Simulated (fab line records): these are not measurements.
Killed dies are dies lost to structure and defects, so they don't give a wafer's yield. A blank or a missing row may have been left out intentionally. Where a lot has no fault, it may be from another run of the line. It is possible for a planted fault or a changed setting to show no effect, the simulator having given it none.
The tool behind it: which one? | flow n5-finfet | 9 lots with 27 wafers sampled at 6 steps, on a route of 1938 steps

## WHAT EACH GAUGE READ, for each wafer
N5_BEOL_M3_RS_MEAS_58: the measuring method here is four-point-probe. Usual: M3_RS 0.69 ohm/sq, standard deviation 0.049.
lot  | measured     | on            | M3_RS (ohm/sq) | flag
L856 | day 10 14:08 | film-metro-02 | 0.75 0.64 0.73 |
L858 | day 11 01:44 | film-metro-02 | 0.71 0.71 0.68 |
L859 | day 11 15:13 | film-metro-02 | 0.67 0.60 0.66 |
L860 | day 11 15:05 | film-metro-02 | 0.72 0.71 0.70 |
L863 | day 11 23:05 | film-metro-02 | 0.67 0.68 0.70 |
L864 | day 12 03:22 | film-metro-01 | 0.66 0.70 0.68 |
L866 | day 12 23:34 | film-metro-01 | 0.65 0.70 0.64 |
L872 | day 14 23:35 | film-metro-02 | 0.67 0.66 0.65 |
L871 | day 15 08:41 | film-metro-01 | 0.62 0.69 0.59 |

N5_BEOL_M4_RC_MEAS_101. Usual: DIBL_N 37.1 mV/V, standard deviation 2.6; DIBL_P 38 mV/V, standard deviation 3; IOFF_N 0.18 nA/um, standard deviation 0.052; IOFF_P 0.25 nA/um, standard deviation 0.06; ION_N 678 uA/um, standard deviation 15; ION_P 467 uA/um, standard deviation 8.6; SS_N 71.7 mV/dec, standard deviation 0.73; SS_P 73.7 mV/dec, standard deviation 0.89; VT_N 249 mV, standard deviation 4.3; VT_P -248 mV, standard deviation 3.8.
lot  | measured     | on        | DIBL_N (mV/V)  | DIBL_P (mV/V) | IOFF_N (nA/um) | IOFF_P (nA/um) | ION_N (uA/um) | ION_P (uA/um) | SS_N (mV/dec)  | SS_P (mV/dec)  | VT_N (mV)   | VT_P (mV)      | flag
L856 | day 12 01:53 | prober-02 | 37.1 38.0 34.7 | 39 41 37      | 0.18 0.21 0.14 | 0.24 0.29 0.21 | 674 686 667   | 463 476 463   | 72.0 71.8 70.5 | 74.2 74.3 73.3 | 250 249 252 | -248 -247 -247 |
L858 | day 12 19:27 | prober-01 | 39.6 37.3 39.5 | 41 38 40      | 0.20 0.16 0.21 | 0.31 0.21 0.27 | 679 690 693   | 463 469 471   | 72.1 71.5 72.2 | 75.1 73.7 73.5 | 250 252 245 | -246 -249 -247 |
L859 | day 14 00:48 | prober-02 | 35.7 35.8 34.1 | 36 39 35      | 0.15 0.15 0.13 | 0.21 0.27 0.20 | 657 663 658   | 456 469 461   | 70.7 71.8 71.4 | 73.2 73.0 72.5 | 250 251 253 | -249 -248 -252 |
L860 | day 13 06:21 | prober-02 | 36.6 35.2 36.7 | 37 37 37      | 0.17 0.15 0.16 | 0.21 0.21 0.21 | 681 683 671   | 462 474 460   | 72.2 71.9 71.5 | 73.4 73.5 73.6 | 250 251 250 | -248 -249 -251 |
L863 | day 14 04:21 | prober-02 | 38.4 38.2 38.4 | 40 39 41      | 0.22 0.21 0.22 | 0.28 0.25 0.30 | 711 687 685   | 479 465 471   | 72.2 71.8 72.6 | 73.7 73.8 74.4 | 246 247 246 | -248 -250 -246 |
L864 | day 14 05:19 | prober-01 | 34.6 38.4 40.5 | 36 38 41      | 0.12 0.18 0.23 | 0.22 0.24 0.32 | 669 671 693   | 471 469 476   | 71.3 71.9 72.6 | 73.4 73.8 74.8 | 256 250 246 | -249 -248 -243 |
L866 | day 14 14:53 | prober-02 | 36.8 37.6 42.1 | 38 39 43      | 0.15 0.18 0.30 | 0.25 0.29 0.40 | 675 680 712   | 469 478 482   | 71.2 71.5 72.6 | 73.1 73.6 75.5 | 253 247 241 | -245 -245 -240 |
L872 | day 16 15:21 | prober-02 | 39.7 40.2 38.0 | 42 42 39      | 0.26 0.25 0.22 | 0.32 0.33 0.26 | 694 682 681   | 474 475 466   | 72.8 72.6 72.4 | 75.2 74.5 74.2 | 241 246 245 | -245 -245 -246 |
L871 | day 16 07:49 | prober-02 | 36.5 37.0 38.3 | 39 39 41      | 0.19 0.19 0.23 | 0.26 0.26 0.30 | 704 674 700   | 484 462 477   | 71.2 72.0 71.3 | 74.6 73.8 74.7 | 244 248 245 | -243 -248 -248 |

## EACH LOT AND THE TOOL THAT RAN IT (in order: tool; ch and the chambers of the sampled wafers; start)
lot  | N5_BEOL_M3_SPUTTER_92        | N5_BEOL_M4_ILD_DEP_00           | N5_BEOL_M4_COAT_62                | N5_BEOL_M4_ETCH_63
L856 | pvd-sputter-01, day 10 12:38 | pecvd-01 ch 1,2, day 10 14:12   | litho-track-04 ch 0, day 10 15:07 | rie-diel-01 ch 1,2,3, day 10 15:40
L858 | pvd-sputter-03, day 11 00:14 | pecvd-01 ch 0,2, day 11 01:47   | litho-track-04 ch 0, day 11 04:43 | rie-diel-05 ch 0,1,2, day 11 05:16
L859 | pvd-sputter-02, day 11 13:28 | pecvd-03 ch 0,1, day 11 15:17   | litho-track-03 ch 0, day 11 16:52 | rie-diel-01 ch 0,2,3, day 11 17:29
L860 | pvd-sputter-01, day 11 13:35 | pecvd-02 ch 0,1,2, day 11 15:09 | litho-track-04 ch 0, day 11 16:41 | rie-diel-04 ch 1,2,3, day 11 17:15
L863 | pvd-sputter-03, day 11 21:25 | pecvd-02 ch 1,2, day 11 23:08   | litho-track-04 ch 0, day 12 01:10 | rie-diel-01 ch 1,2,3, day 12 02:05
L864 | pvd-sputter-02, day 12 01:52 | pecvd-01 ch 1,2, day 12 03:25   | litho-track-05 ch 0, day 12 04:07 | rie-diel-01 ch 1,2, day 12 04:46
L866 | pvd-sputter-03, day 12 22:02 | pecvd-02 ch 1,2, day 12 23:38   | litho-track-04 ch 0, day 13 00:34 | rie-diel-04 ch 0,2,3, day 13 01:08
L872 | pvd-sputter-01, day 14 22:06 | pecvd-02 ch 0,1,2, day 14 23:39 | litho-track-03 ch 0, day 15 00:29 | rie-diel-05 ch 1,2,3, day 15 00:56
L871 | pvd-sputter-03, day 15 04:58 | pecvd-02 ch 0,1,2, day 15 08:44 | litho-track-04 ch 0, day 15 10:08 | rie-diel-04 ch 0,1,2, day 15 12:40
- N5_BEOL_M3_SPUTTER_92: material Cu, target thk 4.5 nm, time 8.29 s.
- N5_BEOL_M4_ILD_DEP_00: deposits SiOC from DEMS/O2, target thk 79 nm, time 15.3 s.
- N5_BEOL_M4_COAT_62: time 60 s, resist thk 12 nm.
- N5_BEOL_M4_ETCH_63: etches SiARC in CF4, target depth 15.6 nm, time 26 s.

## AS READ BY THE TOOLS THEMSELVES (means over the sampled wafers that have a number; for cases with no such wafer, the mark the record gives instead)
N5_BEOL_M3_SPUTTER_92. Usual: throttle-valve-pct reads 30.4 % (standard deviation 0.68).
lot  | tool           | throttle-valve-pct (%) | flag
L856 | pvd-sputter-01 | 30.2                   |
L858 | pvd-sputter-03 | 30.8                   |
L859 | pvd-sputter-02 | 30.0                   |
L860 | pvd-sputter-01 | 30.1                   |
L863 | pvd-sputter-03 | 30.9                   |
L864 | pvd-sputter-02 | 30.3                   |
L866 | pvd-sputter-03 | 30.4                   |
L872 | pvd-sputter-01 | 30.3                   |
L871 | pvd-sputter-03 | 30.3                   |

N5_BEOL_M4_ILD_DEP_00. Usual: heater-power-w 478 W, standard deviation 74; showerhead-plenum-p-Torr 5.691 Torr, standard deviation 0.013; throttle-valve-pct 11.8 %, standard deviation 0.65.
lot  | tool     | heater-power-w (W) | showerhead-plenum-p-Torr (Torr) | throttle-valve-pct (%) | flag
L856 | pecvd-01 | 574                | 5.684                           | 12.0                   |
L858 | pecvd-01 | 535                | 5.677                           | 12.0                   |
L859 | pecvd-03 | 513                | 5.691                           | 12.3                   |
L860 | pecvd-02 | 457                | 5.697                           | 11.7                   |
L863 | pecvd-02 | 470                | 5.693                           | 11.7                   |
L864 | pecvd-01 | 544                | 5.687                           | 11.8                   |
L866 | pecvd-02 | 433                | 5.692                           | 11.8                   |
L872 | pecvd-02 | 470                | 5.691                           | 11.8                   |
L871 | pecvd-02 | 456                | 5.692                           | 11.8                   |

N5_BEOL_M4_COAT_62. Usual: spin-speed-rpm reads 1499.9 rpm (standard deviation 0.98).
lot  | tool           | spin-speed-rpm (rpm) | flag
L856 | litho-track-04 | 1500.0               |
L858 | litho-track-04 | 1500.6               |
L859 | litho-track-03 | 1498.9               |
L860 | litho-track-04 | 1501.1               |
L863 | litho-track-04 | 1747.8               | OFF
L864 | litho-track-05 | 1501.0               |
L866 | litho-track-04 | 1748.0               | OFF
L872 | litho-track-03 | 1499.8               |
L871 | litho-track-04 | 1500.5               |

N5_BEOL_M4_ETCH_63. Usual: drypump-motor-current-A 5.5 A, standard deviation 0.5; etch-rf-on-time-s 26.3 s, standard deviation 0.7; oes-product-au 0.67 a.u., standard deviation 0.07; rf-vpp-V 184.0 V, standard deviation 0.95; showerhead-plenum-p-Torr 2.14 Torr, standard deviation 0.051; throttle-valve-pct 15.44 %, standard deviation 0.17.
lot  | tool        | drypump-motor-current-A (A) | etch-rf-on-time-s (s) | oes-product-au (a.u.) | rf-vpp-V (V) | showerhead-plenum-p-Torr (Torr) | throttle-valve-pct (%) | flag
L856 | rie-diel-01 | 5.3                         | 26.0                  | 0.64                  | 183.1        | 2.11                            | 15.47                  |
L858 | rie-diel-05 | 5.7                         | 26.0                  | 0.68                  | 183.5        | 2.14                            | 15.42                  |
L859 | rie-diel-01 | 5.4                         | 26.2                  | 0.70                  | 184.8        | 2.17                            | 15.40                  |
L860 | rie-diel-04 | 5.9                         | 26.4                  | 0.65                  | 184.0        | 2.16                            | 15.47                  |
L863 | rie-diel-01 | 5.3                         | 24.2                  | 0.71                  | 184.5        | 2.19                            | 15.34                  | OFF
L864 | rie-diel-01 | 5.1                         | 25.9                  | 0.75                  | 184.8        | 2.26                            | 15.28                  |
L866 | rie-diel-04 | 5.8                         | 24.9                  | 0.66                  | 185.1        | 2.15                            | 15.35                  |
L872 | rie-diel-05 | 5.7                         | 26.6                  | 0.67                  | 183.7        | 2.11                            | 15.42                  |
L871 | rie-diel-04 | 5.7                         | 26.6                  | 0.68                  | 183.5        | 2.13                            | 15.43                  |

## THE ANSWER, worked out from the rows above alone
Rule: take the mean of a lot's wafers that have a number; if it is more than 3 standard deviations from the usual mean, the lot is off. Also off: a lot with no number at a reading for which 4 or more lots have one. Any other lot the step has rows for is counted as sound. Order of review: gauges by route order, followed by the tools' own readings, for which a lot's mean as printed above is used. At the first step where some lot is off, the reading lying furthest off is the one used; lots without a number count as furthest.
Off: L863, L866 (N5_BEOL_M4_COAT_62, spin-speed-rpm).
A tool fits if, at that step or a process step before it, it ran every lot that is off, and no sound lot after the first of them. Not one of the candidates tried fits.

## WHAT THE SIMULATOR HAD INSERTED
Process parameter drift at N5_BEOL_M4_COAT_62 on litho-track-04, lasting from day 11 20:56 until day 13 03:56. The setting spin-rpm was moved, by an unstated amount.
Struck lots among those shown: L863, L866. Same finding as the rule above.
